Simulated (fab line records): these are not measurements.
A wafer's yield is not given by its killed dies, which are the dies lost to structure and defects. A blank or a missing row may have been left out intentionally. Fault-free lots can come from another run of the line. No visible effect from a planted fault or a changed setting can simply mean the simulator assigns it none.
Which of the tools did it? | flow nand harc | 36 wafers from 12 lots sampled at 6 of the route's 1302 steps

WHAT THE GAUGES READ, wafer by wafer
NHARC_A_ONON_D1_THK_MEAS_18: measures by ellipsometry. Usual: thk nm at 996 nm, with a standard deviation of 8.7.
lot  | measured     | on            | thk nm (nm)    | flag
L516 | day 8 07:59  | film metro-01 | 1009 1006 1010 |
L518 | day 8 19:38  | film metro-01 | 987 988 989    |
L521 | day 10 02:26 | film metro-01 | 1108 1109 1109 | OFF
L522 | day 10 13:51 | film metro-01 | 1103 1101 1104 | OFF
L531 | day 14 06:20 | film metro-01 | 998 998 996    |
L530 | day 14 06:20 | film metro-02 | 1008 1008 1008 |
L532 | day 14 23:41 | film metro-02 | 1003 1002 1004 |
L533 | day 15 10:05 | film metro-02 | 1001 1000 1002 |
L535 | day 15 19:19 | film metro-02 | 994 995 995    |
L534 | day 15 19:19 | film metro-01 | 1001 998 998   |
L536 | day 16 15:55 | film metro-01 | 1004 1005 1005 |
L538 | day 17 19:59 | film metro-01 | 991 991 993    |

NHARC_END_SORT_01. Usual: killed at array 50, standard deviation 14; killed at other 0.9, standard deviation 1; killed at periphery 3.9, standard deviation 2.5; killed dies 55, standard deviation 15; killed open 3.5, standard deviation 1.9; killed short 2.5, standard deviation 1.7.
lot  | measured     | on        | killed at array | killed at other | killed at periphery | killed dies | killed open | killed short | flag
L531 | day 29 22:13 | prober-02 | 49 56 45        | 1 1 1           | 7 8 3               | 57 65 49    | 4 6 3       | 6 1 0        |
L532 | day 30 22:38 | prober-01 | 62 71 64        | 2 3 2           | 1 4 6               | 65 78 72    | 3 5 4       | 1 2 3        |

EACH LOT AND THE TOOL THAT RAN IT (in order: tool; ch and the chambers of the sampled wafers; start)
lot  | NHARC_P_BONDPAD_ETCH_12                       | NHARC_P_BONDPAD_STRIP_15           | NHARC_P_BONDPAD_PRE_CLEAN_26            | NHARC_A_ONON_D1_DEP_16
L516 | rie diel-04 ch 2,3, day 6 18:07 or earlier    | rie diel-03 ch 0,1, day 6 18:07    | pvd sputter-01, day 8 07:29 or earlier  | pecvd onon-04 ch 0, day 8 07:29
L518 | rie diel-03 ch 1,2,3, day 7 05:37 or earlier  | rie diel-04 ch 1,2,3, day 7 05:37  | pvd sputter-02, day 8 19:08 or earlier  | pecvd onon-04 ch 0, day 8 19:08
L521 | rie diel-03 ch 1,2, day 8 14:08 or earlier    | rie diel-03 ch 0,2, day 8 14:08    | pvd sputter-03, day 10 01:59 or earlier | pecvd onon-01 ch 0, day 10 01:59
L522 | rie diel-04 ch 0,1,3, day 9 00:31 or earlier  | rie diel-04 ch 1,2,3, day 9 00:31  | pvd sputter-01, day 10 13:24 or earlier | pecvd onon-01 ch 0, day 10 13:24
L531 | rie diel-04 ch 0,1,2, day 12 17:28 or earlier | rie diel-10 ch 1,2, day 12 17:28   | pvd sputter-03, day 14 05:49 or earlier | pecvd onon-01 ch 0, day 14 05:49
L530 | rie diel-10 ch 0,1,3, day 12 20:14 or earlier | rie diel-04 ch 0,2,3, day 12 20:14 | pvd sputter-01, day 14 05:49 or earlier | pecvd onon-03 ch 0, day 14 05:49
L532 | rie diel-10 ch 1,2,3, day 13 07:11 or earlier | rie diel-04 ch 0,1,3, day 13 07:11 | pvd sputter-02, day 14 23:10 or earlier | pecvd onon-01 ch 0, day 14 23:10
L533 | rie diel-10 ch 2,3, day 13 16:05 or earlier   | rie diel-03 ch 0,2,3, day 13 16:05 | pvd sputter-03, day 15 09:35 or earlier | pecvd onon-01 ch 0, day 15 09:35
L535 | rie diel-03 ch 1,2,3, day 14 07:43 or earlier | rie diel-03 ch 1,2, day 14 07:43   | pvd sputter-02, day 15 18:49 or earlier | pecvd onon-03 ch 0, day 15 18:49
L534 | rie diel-10 ch 1,2,3, day 14 08:26 or earlier | rie diel-03 ch 1,2,3, day 14 08:26 | pvd sputter-03, day 15 18:59 or earlier | pecvd onon-01 ch 0, day 15 18:59
L536 | rie diel-03 ch 2,3, day 15 04:10 or earlier   | rie diel-10 ch 0,1,3, day 15 04:10 | pvd sputter-03, day 16 15:25 or earlier | pecvd onon-01 ch 0, day 16 15:25
L538 | rie diel-10 ch 0,3, day 16 06:56 or earlier   | rie diel-03 ch 0,1, day 16 06:56   | pvd sputter-03, day 17 19:31 or earlier | pecvd onon-01 ch 0, day 17 19:31
- NHARC_P_BONDPAD_ETCH_12: etches the open film in CHF3/O2, target depth 200 nm, time 100 s.
- NHARC_P_BONDPAD_STRIP_15: strips in O2.
- NHARC_P_BONDPAD_PRE_CLEAN_26: time 30 s.
- NHARC_A_ONON_D1_DEP_16: target thk 1000 nm.

WHAT THE TOOLS THEMSELVES READ (means of the sampled wafers that have a number; where no wafer has one, the mark that the record gives instead)
NHARC_P_BONDPAD_ETCH_12. Usual: drypump motor current A 5.7 A, standard deviation 0.5; oes product au 0.940 a.u., standard deviation 0.021; rf vpp V 369.1 V, standard deviation 1.6; showerhead plenum p Torr 2.33 Torr, standard deviation 0.061; throttle valve pct 20.573 %, standard deviation 0.0091.
lot  | tool        | drypump motor current A (A) | oes product au (a.u.) | rf vpp V (V) | showerhead plenum p Torr (Torr) | throttle valve pct (%) | flag
L516 | rie diel-04 | 6.0                         | 0.980                 | 368.5        | 2.32                            | 20.574                 |
L518 | rie diel-03 | 5.6                         | 0.976                 | 369.6        | 2.38                            | 20.572                 |
L521 | rie diel-03 | 6.0                         | 0.970                 | 368.2        | 2.32                            | 20.573                 |
L522 | rie diel-04 | 5.9                         | 0.977                 | 369.1        | 2.31                            | 20.576                 |
L531 | rie diel-04 | 6.0                         | 0.926                 | 368.1        | 2.30                            | 20.572                 |
L530 | rie diel-10 | 5.8                         | 0.936                 | 368.9        | 2.35                            | 20.569                 |
L532 | rie diel-10 | 5.6                         | 0.928                 | 368.5        | 2.33                            | 20.571                 |
L533 | rie diel-10 | 5.5                         | 0.923                 | 368.9        | 2.31                            | 20.569                 |
L535 | rie diel-03 | 5.6                         | 0.943                 | 369.2        | 2.38                            | 20.569                 |
L534 | rie diel-10 | 5.6                         | 0.929                 | 369.2        | 2.33                            | 20.578                 |
L536 | rie diel-03 | 5.8                         | 0.924                 | 369.6        | 2.35                            | 20.582                 |
L538 | rie diel-10 | 5.7                         | 0.927                 | 368.6        | 2.33                            | 20.567                 |

NHARC_P_BONDPAD_STRIP_15. Usual: drypump motor current A 5.7 A, standard deviation 0.5; oes product au 1.000 a.u., standard deviation 0.0074; rf vpp V 57.6 V, standard deviation 0.9; showerhead plenum p Torr 3.43 Torr, standard deviation 0.085; throttle valve pct 17.037 %, standard deviation 0.0088.
lot  | tool        | drypump motor current A (A) | oes product au (a.u.) | rf vpp V (V) | showerhead plenum p Torr (Torr) | throttle valve pct (%) | flag
L516 | rie diel-03 | 4.9                         | 1.011                 | 57.6         | 3.41                            | 17.035                 |
L518 | rie diel-04 | 6.1                         | 0.999                 | 56.8         | 3.37                            | 17.037                 |
L521 | rie diel-03 | 5.2                         | 1.009                 | 57.4         | 3.38                            | 17.041                 |
L522 | rie diel-04 | 6.1                         | 1.002                 | 58.1         | 3.37                            | 17.044                 |
L531 | rie diel-10 | 5.7                         | 1.005                 | 57.2         | 3.45                            | 17.025                 |
L530 | rie diel-04 | 5.9                         | 1.002                 | 57.7         | 3.42                            | 17.046                 |
L532 | rie diel-04 | 6.0                         | 1.000                 | 58.0         | 3.39                            | 17.039                 |
L533 | rie diel-03 | 5.3                         | 0.998                 | 57.6         | 3.46                            | 17.037                 |
L535 | rie diel-03 | 5.7                         | 0.996                 | 57.6         | 3.44                            | 17.034                 |
L534 | rie diel-03 | 5.6                         | 0.993                 | 57.6         | 3.49                            | 17.040                 |
L536 | rie diel-10 | 5.8                         | 1.000                 | 56.8         | 3.45                            | 17.036                 |
L538 | rie diel-03 | 5.2                         | 1.004                 | 57.6         | 3.45                            | 17.034                 |

NHARC_P_BONDPAD_PRE_CLEAN_26. Usual: heater power w at 402 W, with a standard deviation of 43.
lot  | tool           | heater power w (W) | flag
L516 | pvd sputter-01 | 455                |
L518 | pvd sputter-02 | 441                |
L521 | pvd sputter-03 | 376                |
L522 | pvd sputter-01 | 413                |
L531 | pvd sputter-03 | 369                |
L530 | pvd sputter-01 | 398                |
L532 | pvd sputter-02 | 462                |
L533 | pvd sputter-03 | 399                |
L535 | pvd sputter-02 | 424                |
L534 | pvd sputter-03 | 379                |
L536 | pvd sputter-03 | 377                |
L538 | pvd sputter-03 | 383                |

THE ANSWER, worked out from the rows above alone
Rule: a lot counts as off when the mean over its wafers that have a number is more than 3 standard deviations away from the usual mean. A lot without any number at a reading at which 4 lots or more have one is off too. Where the step has rows for the other lots, those lots are counted as sound. Order of review: gauges by route order, followed by the tools' own readings, for which a lot's mean as printed above is used. The first step at which some lot is off is used, and at that step the reading that is off furthest; a lot without a number counts as furthest.
Off, at NHARC_A_ONON_D1_THK_MEAS_18 on thk nm: L521, L522.
A tool fits if, at a process step before that reading, it ran every lot that is off, and no sound lot after the first of them. Those tools and the gauges at NHARC_A_ONON_D1_THK_MEAS_18 are tried in the same way. NHARC_P_BONDPAD_ETCH_12 gives no start for some lots, so the hours and the order of its lots are those of NHARC_P_BONDPAD_STRIP_15. NHARC_P_BONDPAD_PRE_CLEAN_26 gives no start for some lots, so the hours and the order of its lots are those of NHARC_A_ONON_D1_DEP_16. None of those tried fits.

WHAT THE SIMULATOR HAD PUT IN
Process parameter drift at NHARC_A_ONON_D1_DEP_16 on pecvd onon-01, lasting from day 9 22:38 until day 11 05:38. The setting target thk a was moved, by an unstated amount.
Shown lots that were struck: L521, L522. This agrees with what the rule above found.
